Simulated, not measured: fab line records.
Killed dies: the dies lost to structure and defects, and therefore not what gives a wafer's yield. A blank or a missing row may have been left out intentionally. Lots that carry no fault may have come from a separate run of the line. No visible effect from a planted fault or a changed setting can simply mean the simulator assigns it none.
Code-filled problem report in 8D (eight disciplines) form ; flow n5_finfet ; the parts of the form that need people (team, actions taken, sign-off) are left out

1. WHAT WENT WRONG
Wafers without a fault read 1500.1 rpm, standard deviation 1.3; spin_speed_rpm at N5_BEOL_M11_COAT_05 reads a mean of 1138.5 rpm on 6 wafers belonging to 2 lots. So: -99 or more standard deviations from the usual mean.
The step: resist thk 90 nm.
First observed at day 15 14:22: wafer L585.3, on litho_track-05. At this step, 30 wafers from 10 lots have a number in the record. By rule, "out" or "out of limits" means more than 4 standard deviations away from the usual mean. The other wafers with a number count as sound.

2. WHAT IT IS AND WHAT IT IS NOT
question;is;is not
which readings at this step;spin_speed_rpm;-
which lots;L585, L587;L578, L589, L590, L591, L594, L595, L596, L597
which wafers of those lots;all that have a number;-
read on which tools;litho_track-05;litho_track-01, litho_track-03
when;from day 15 14:22;"up to then (3 sound wafers); but 21 sound wafers of L589, L590, L591, L594, L595, L596, L597 came after"

3. SUSPECTS, AND WHAT RULES EACH OUT
Counting: any tool at a process step up to the reading is kept as a suspect provided that every lot that is out went through it and no sound lot did after the first of them.
- rtp_anneal-02 at N5_BEOL_M10_ANNEAL_51 (time 90 s): ruled out as a lasting fault. The sound lots L589, L596, L597 went through it after L585, its earliest lot that is out (day 15 10:42).
- litho_track-05 at N5_BEOL_M11_COAT_05 (resist thk 90 nm): kept. It ran every lot that is out, first L585 (day 15 14:22), and no sound lot after that. Out on those wafers are its own readings of spin_speed_rpm.
Left after counting: litho_track-05 at N5_BEOL_M11_COAT_05.

4. THE CAUSE (what the simulator had put in)
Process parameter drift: litho_track-05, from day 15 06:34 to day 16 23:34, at N5_BEOL_M11_COAT_05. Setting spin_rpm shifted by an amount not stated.
Counting left only this tool.

5. THE CHAIN OF EFFECTS, in route order
Rows list readings where the struck wafers' mean (over those with a number) sits beyond 3 standard deviations from the usual. Readings are gone through only where the record gives a usual standard deviation; hours: the median, over the lots, of the time from a lot's start at the first step in this table giving one to that lot's start at this step; sigmas: the change measured in usual standard deviations.
hours;step;reading;usual;on struck wafers;change;sigmas
0;N5_BEOL_M11_COAT_05;spin_speed_rpm;1500.1 rpm;1138.5;-361.5;-99 or more
Process steps it contains:
- N5_BEOL_M11_COAT_05: resist thk 90 nm.

6. HOW IT WOULD HAVE BEEN CAUGHT EARLIER
8 hours passed between the start of the fault at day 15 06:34 and the first reading out of limits in this record, taken at day 15 14:22.
